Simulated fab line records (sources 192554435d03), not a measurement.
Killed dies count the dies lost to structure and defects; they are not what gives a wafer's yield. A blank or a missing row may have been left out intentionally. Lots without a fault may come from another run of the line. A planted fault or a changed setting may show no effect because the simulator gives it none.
A struck lot beside a sound one :: flow n5_finfet :: 13 out of 1938 route steps
Sound: these wafers, L377.2, L377.3, L377.6. Wafers struck: L383.1, L383.2, L383.5. The cause comes at the end.
Order at every step that has rows: each side's tool, ch and its chambers, its first start. Under that, the readings that differ: sound wafers :: struck wafers :: difference of the means :: sigmas: that difference in standard deviations of wafers without a fault.
alike: words and numbers the same on both sides, and readings whose means are apart by under 2 such deviations; not compared: readings that were withheld, readings missing a value for some wafer, numbers with overlapping values and no deviation given by the record, and bounds like >300 which may hide the same value.
The two part at a step that has a row with sigmas, a row that says differs or no value, or rows on one side only. Numbers that have no deviation but don't overlap get no sigmas and don't part them. A reading that every wafer of one side lacks parts them only if that side has two wafers or more.

first, 9 steps without rows for these wafers: N5_BEOL_M1_DEVELOP_27 (develop time 30 s); N5_BEOL_M1_DESCUM_33 (chemistry O2, time 7 s); N5_BEOL_M1_ETCH_77 (etches underlayer in N2/H2, target depth 6.5 nm, time 5.2 s); N5_BEOL_M1_ETCH_69 (etches SiARC in CF4, target depth 15.6 nm, time 26 s); N5_BEOL_M1_ALD_98 (deposits SiO2, target thk 2.5 nm, pulse time 1 s, co reactant pulse time 1 s); N5_BEOL_M1_ETCHBACK_99 (etches SiO2 in CHF3, target depth 5 nm, time 10.4 s); N5_BEOL_M1_ETCH_70 (etches SOC in N2/H2, target depth 80 nm, overetch 16 nm, time 120 s); N5_BEOL_M1_STRIP_71 (strips in N2/H2); N5_BEOL_M1_STRIP_78 (strips in N2/H2).
N5_BEOL_M1_VIA_ETCH_34: etches the open film in C4F6/O2, target depth 67.8 nm, time 64.4 s.
  sound on rie_diel-02 ch 0,2, day 6 12:19; struck on rie_diel-02 ch 1,2,3, day 8 06:22
reading: bias_w (W)
sound: 169.3 170.2 169.4
struck: 145.9 146.1 145.9
difference: -23.7
sigmas: -46

reading: rf_vpp_V (V)
sound: 676 677 677
struck: 586 600 570
difference: -91
sigmas: -4

reading: model.etch.depth_nm (nm)
sound: 66.73 68.4 66.29
struck: 64.99 64.33 63.5
difference: -2.87
sigmas: 

reading: model.SOC_of_BEOL_M1_COAT_67.thk_nm (nm)
sound: 51.8 51.6 51.8
struck: 52.6 52.6 52.8
difference: +0.9
sigmas: 
  alike: drypump_motor_current_A, oes_ar_750_au, oes_o_777_au, oes_product_au, showerhead_plenum_p_Torr, throttle_valve_pct
  not compared: rf_hours_counter_h
then, 1 step without rows for these wafers: N5_BEOL_M1_STRIP_83 (strips in C4F6/O2).
N5_BEOL_M4_RC_MEAS_101:
  sound on prober-02 ch 0, day 8 12:43; struck on prober-01 ch 0, day 10 00:03
  alike: DIBL_N, DIBL_P, IOFF_N, IOFF_P, ION_N, ION_P, SS_N, SS_P, VT_N, VT_P
after that, 1 step had no rows for these wafers: N5_PASSIVATION_PROBE_49.

## WHERE THEY PART
N5_BEOL_M1_VIA_ETCH_34 only, going by this record. Later steps at which nothing parts them and some readings are alike: N5_BEOL_M4_RC_MEAS_101.

WHY: what the simulator had put in
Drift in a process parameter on rie_diel-02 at N5_BEOL_M1_VIA_ETCH_34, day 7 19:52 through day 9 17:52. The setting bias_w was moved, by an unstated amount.
